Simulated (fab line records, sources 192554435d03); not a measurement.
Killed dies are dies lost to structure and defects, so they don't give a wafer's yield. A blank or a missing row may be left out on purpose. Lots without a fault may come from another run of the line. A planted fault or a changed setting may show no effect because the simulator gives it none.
A struck lot beside a sound one | flow n5_finfet | 18 steps out of a route of 1938
Sound: wafers L853.2, L853.4, L853.5. Struck: wafers L863.4, L863.5, L863.6. The cause comes at the end.
At each step with rows: each side's tool, then ch and its chambers, then its first start. Under that, the readings that differ: sound wafers | struck wafers | difference of the means | sigmas: that difference in standard deviations of wafers without a fault.
alike: readings whose means differ by less than 2 such deviations, and words and numbers that are the same on both sides. not compared: withheld readings, readings that some wafer has no value for, bounds like >300 that may hide the same value, and numbers for which the record gives no deviation and whose values overlap.
The two part at a step that has a row with sigmas, a row that says differs or no value, or rows on one side only. Numbers that don't overlap but have no deviation are shown without sigmas and don't part them. A reading that every wafer of one side lacks parts them only if that side has two wafers or more.

N5_FIN_SAQP_INSPECT_18: inspects for defects (brightfield).
  sound on defect_inspect-02, day 2 03:41; struck on defect_inspect-02, day 4 17:40
  alike: raw_defect_count
then, 1 step without rows for these wafers: N5_FIN_SAQP_DESCUM_21 (chemistry O2, time 7.9 s).
N5_FIN_SAQP_ETCH_51: etches SiARC in CF4, target depth 45.5 nm, time 75.8 s.
  sound on rie_diel-06 ch 0,1, day 2 03:45; struck on rie_diel-03 ch 2,3, day 4 17:44
  reading      | sound             | struck            | difference | sigmas
  rf_vpp_V (V) | 184.9 185.4 186.2 | 182.4 183.6 183.2 | -2.4       | -2
  alike: drypump_motor_current_A, etch_rf_on_time_s, oes_product_au, showerhead_plenum_p_Torr, throttle_valve_pct
  not compared: rf_hours_counter_h
then, 4 steps without rows for these wafers: N5_FIN_SAQP_ETCH_52 (etches SOC in N2/H2, target depth 100 nm, overetch 20 nm, time 150 s); N5_FIN_SAQP_STRIP_53 (strips in N2/H2); N5_FIN_SAQP_HM_OPEN_73 (chemistry CHF3/O2, target SiO2, stops on a-Si, target depth 12 nm, time 16.8 s); N5_FIN_SAQP_STRIP_74 (strips in CHF3/O2).
N5_FIN_SAQP_MANDREL_ETCH_22: etches a-Si in HBr/Cl2, stops on SiNx, target depth 60 nm, bt time 10 s, time 30 s.
  sound on rie_si-03 ch 0,2, day 2 04:00; struck on rie_si-03 ch 0,1,3, day 4 17:59
  alike: drypump_motor_current_A, oes_product_au, throttle_valve_pct
  not compared: rf_hours_counter_h
N5_FIN_SAQP_STRIP_55: strips in N2/H2.
  sound on rie_diel-05 ch 0,1,3, day 2 04:05; struck on rie_diel-06 ch 2,3, day 4 18:09
  alike: drypump_motor_current_A, oes_product_au, rf_vpp_V, showerhead_plenum_p_Torr, throttle_valve_pct
  not compared: rf_hours_counter_h
then, 2 steps without rows for these wafers: N5_FIN_SAQP_STRIP_23 (strips in SPM, time 750 s); N5_FIN_SAQP_SRD_66 (time 30 s).
N5_FIN_SAQP_RECESS_75: chemistry HF/NH3, target SiO2, target depth 14.4 nm, afs cycles 3, sublimation time 60 s.
  sound on vapor_etch-02 ch 0,1, day 2 04:25; struck on vapor_etch-01 ch 0,1, day 4 18:36
  alike: drypump_motor_current_A
N5_FIN_SAQP_SPACER1_ALD_24: deposits SiO2, target thk 20.3 nm, pulse time 1 s, purge time 2 s.
  sound on ald_sin-01 ch 2,3, day 2 05:28; struck on ald_sin-02 ch 0,3, day 4 18:52
  reading                                           | sound                | struck               | difference | sigmas
  susceptor_temp_C (C)                              | 300.02 300.23 299.91 | 295.86 295.49 295.73 | -4.36      | -23
  model.SiO2_of_FIN_SAQP_SPACER1_ALD_24.thk_nm (nm) | 20.2 20.2 20.2       | 20.6 20.4 20.6       | +0.3       |
  alike: heater_power_w, precursor_pulse_height_rel
N5_FIN_SAQP_SPACER1_ETCHBACK_25: etches SiO2 in CHF3/O2, target depth 24.4 nm, time 12.2 s.
  sound on rie_diel-03 ch 1,2,3, day 2 06:11; struck on rie_diel-05 ch 0,1,2, day 4 19:37
  alike: drypump_motor_current_A, oes_ar_750_au, oes_product_au, rf_vpp_V, showerhead_plenum_p_Torr, throttle_valve_pct
  not compared: rf_hours_counter_h
N5_FIN_SAQP_MANDREL1_REMOVE_56: chemistry HBr/Cl2/O2, target a-Si, stops on SiNx, bt time 10 s.
  sound on rie_si-05 ch 1,3, day 2 06:16; struck on rie_si-03 ch 0,1,3, day 4 19:43
  reading                   | sound          | struck         | difference | sigmas
  model.FIN_SAQP.cd_nm (nm) | 20.2 20.2 20.2 | 20.6 20.6 20.6 | +0.4       |
  alike: drypump_motor_current_A, oes_product_au, throttle_valve_pct
  not compared: rf_hours_counter_h
N5_FIN_SAQP_CD_MEAS_27: target cd 20 nm.
  sound on cd_sem-03 ch 0, day 2 06:23; struck on cd_sem-01 ch 0, day 4 19:50
  alike: cd_nm
-- the record jumps here: 6 days lie between the struck wafers' starts before and after (it left off in module FIN_SAQP and takes up again in module BEOL_M4, whose first step shown is number 1111 of the route) --
N5_BEOL_M4_RC_MEAS_101:
  sound on prober-01 ch 0, day 8 03:08; struck on prober-01 ch 0, day 10 16:01
  alike: DIBL_N, DIBL_P, IOFF_N, IOFF_P, ION_N, ION_P, SS_N, SS_P, VT_N, VT_P
-- the record jumps here: 4 days lie between the struck wafers' starts before and after (it left off in module BEOL_M4 and takes up again in module PASSIVATION, whose first step shown is number 1936 of the route) --
N5_PASSIVATION_PROBE_49:
  sound on prober-01, day 12 00:52; struck on prober-01, day 14 16:13
  alike: defect_limited_yield, killed_at_M0_to_M3, killed_at_M4_up, killed_at_contacts, killed_at_front_end, killed_at_other, killed_dies, killed_open, killed_short, sort_bin_5_function, sort_bin_6_memory, sort_n_pass, sort_yield_pct

WHERE THEY PART
First at N5_FIN_SAQP_ETCH_51; last, within this record, at N5_FIN_SAQP_SPACER1_ALD_24. Later steps at which nothing parts them and some readings are alike: N5_FIN_SAQP_SPACER1_ETCHBACK_25, N5_FIN_SAQP_MANDREL1_REMOVE_56, N5_FIN_SAQP_CD_MEAS_27, N5_BEOL_M4_RC_MEAS_101, N5_PASSIVATION_PROBE_49.

WHY: what the simulator had put in
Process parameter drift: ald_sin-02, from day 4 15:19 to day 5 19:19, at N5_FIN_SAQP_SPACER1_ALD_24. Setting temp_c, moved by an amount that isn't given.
